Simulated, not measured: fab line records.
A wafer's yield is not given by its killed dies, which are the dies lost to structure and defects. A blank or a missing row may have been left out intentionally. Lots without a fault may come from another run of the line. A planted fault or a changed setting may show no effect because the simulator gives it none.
One fault through the eyes of 3 desks | flow n5-finfet | what lay behind the numbers comes last; until then each desk has only its own

## FOR THE TOOL OWNER'S DESK: pecvd-01
The tool's own readings at N5_BEOL_M14_ILD_DEP_00 (deposits SiO2 from TEOS/O2, target thk 1119.3 nm, time 237.4 s): means of the sampled wafers that have a number, for each lot that ran on this tool. A lot is out of limits, marked OUT, if its mean lies more than 4 standard deviations from the usual mean; the brackets give that distance.
Columns: A = heater-power-outer-w at N5_BEOL_M14_ILD_DEP_00, usual 306 W; B = heater-power-w at N5_BEOL_M14_ILD_DEP_00, usual 543 W; C = showerhead-plenum-p-Torr at N5_BEOL_M14_ILD_DEP_00, usual 8.331 Torr; D = susceptor-temp-C at N5_BEOL_M14_ILD_DEP_00, usual 400.05 C; E = throttle-valve-pct at N5_BEOL_M14_ILD_DEP_00, usual 18.5 %
lot  | first seen here | A   | B   | C     | D                 | E
L305 | day 11 13:34    | 319 | 556 | 8.334 | 400.10            | 18.7
L307 | day 12 04:34    | 285 | 498 | 8.346 | 400.01            | 18.2
L311 | day 12 16:17    | 332 | 587 | 8.324 | 400.11            | 19.2
L319 | day 15 01:38    | 331 | 585 | 8.315 | 401.57 (+6.3) OUT | 19.1
L320 | day 15 12:40    | 255 | 489 | 8.320 | 400.77            | 18.8
This desk's finding: out of limits on L319; first on L319, day 15 01:38 (susceptor-temp-C at N5_BEOL_M14_ILD_DEP_00). L305, L307, L311, L320 stayed within limits.

## FROM THE METROLOGY DESK
Means of the sampled wafers that have a number, per lot and without regard to the tool the lot ran on: this is what the gauges read. A lot is out of limits, marked OUT, if its mean lies more than 4 standard deviations from the usual mean; the brackets give that distance.
Columns: A = M14_ILD_THK at N5_BEOL_M14_THK_MEAS_01, usual 1117 nm; B = V13_OVL at N5_BEOL_M14_OVL_MEAS_11, usual 1 nm
lot  | first seen here | A    | B
L304 | day 11 10:44    | 1118 | 0
L305 | day 11 13:45    | 1112 | -2
L307 | day 12 04:45    | 1110 | -2
L308 | day 12 15:54    | 1127 | -5
L311 | day 12 16:33    | 1111 | 2
L310 | day 12 17:10    | 1118 | -6
L316 | day 14 04:48    | 1116 | -3
L319 | day 15 01:49    | 1105 | -1
L320 | day 15 12:50    | 1112 | 7
L321 | day 16 04:59    | 1124 | 3
L324 | day 16 15:52    | 1121 | -5
L325 | day 16 16:05    | 1118 | 2
Finding of this desk: none of the 12 lots has anything out of limits.

## THE DEFECT DESK
What the inspections along the route counted, lot by lot: means of the sampled wafers that have a number. A lot is out of limits, marked OUT, if its mean lies more than 4 standard deviations from the usual mean; the brackets give that distance.
Columns: A = raw-defect-count at N5_BEOL_M13_INSPECT_30, usual 2.0
lot  | first seen here | A
L304 | day 11 07:40    | 5.0
L305 | day 11 09:23    | 2.0
L307 | day 12 00:08    | 3.0
L308 | day 12 06:17    | 1.3
L311 | day 12 07:11    | 0.7
L310 | day 12 07:32    | 2.7
L316 | day 14 00:52    | 2.0
L319 | day 14 20:16    | 1.7
L320 | day 15 03:30    | 3.0
L321 | day 15 19:29    | 2.7
L324 | day 16 10:35    | 1.7
L325 | day 16 13:35    | 2.3
Finding of this desk: none of the 12 lots has anything out of limits.

## TAKEN TOGETHER
An alarm could have come from the tool owner's desk at day 15 01:38, on L319.
At the metrology desk, nothing out of limits was observed.
No out-of-limits result turned up at the defect desk.
The metrology desk holds a record of L319, inside its limits.
The defect desk has L319 on record, within its limits.
All the named lots went through N5_BEOL_M14_ILD_DEP_00 on pecvd-01.

## WHAT THE SIMULATOR HAD PUT IN
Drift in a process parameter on pecvd-01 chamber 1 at N5_BEOL_M14_ILD_DEP_00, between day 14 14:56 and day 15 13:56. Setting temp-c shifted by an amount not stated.
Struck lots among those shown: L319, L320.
Each desk's first reading out of limits, in hours after the fault started: the tool owner's desk, 11.
